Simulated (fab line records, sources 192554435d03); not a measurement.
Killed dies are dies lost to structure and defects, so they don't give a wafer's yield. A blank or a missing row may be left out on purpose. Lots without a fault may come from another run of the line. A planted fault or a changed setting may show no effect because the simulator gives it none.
Chamber matching | flow n5_finfet | N5_BEOL_M0_TRENCH_ETCH_107 on rie_diel-01: 4 sister chambers
The step etches SiOC in C4F6/O2, target depth 32.8 nm, time 16.4 s. 4 wafers are shown with their chamber, then 7 later ones without.

WAFERS WITH THEIR CHAMBER
wafer  | chamber | showerhead_plenum_p_Torr (Torr)
L087.2 | 1       | 2.78
L087.5 | 2       | 2.84
L089.1 | 3       | 3.00
L089.5 | 0       | 2.91

WAFERS WITHOUT THEIR CHAMBER
wafer  | showerhead_plenum_p_Torr (Torr)
L089.6 | 3.00
L091.1 | 3.00
L091.4 | 2.83
L091.5 | 2.91
L097.1 | 2.77
L097.3 | 2.82
L097.5 | 2.82

WHICH CHAMBER EACH WENT THROUGH
wafer  | from the rows above     | in truth
L089.6 | 3                       | 3
L091.1 | 3                       | 3
L091.4 | 2                       | 2
L091.5 | 0                       | 0
L097.1 | 1                       | 1
L097.3 | can't be placed: 2 or 1 | 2
L097.5 | can't be placed: 2 or 1 | 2
Placed correctly: 5 of 7. Can't be placed from these rows: 2 (the true chamber is among the candidates in 2). Placed wrongly: 0.
How it was worked out, from the rows above alone: a wafer's distance from a chamber is the root of the sum, over the readings, of the square of ((its reading less the chamber's mean) divided by the reading's scatter). The wafer belongs to the nearest chamber; if the next one is less than 2 further off, it can't be placed. A chamber's mean is the mean of its shown wafers. The scatter: with one shown wafer a chamber, the root of the mean of the squares of how far each hidden wafer lies from its nearest shown one.
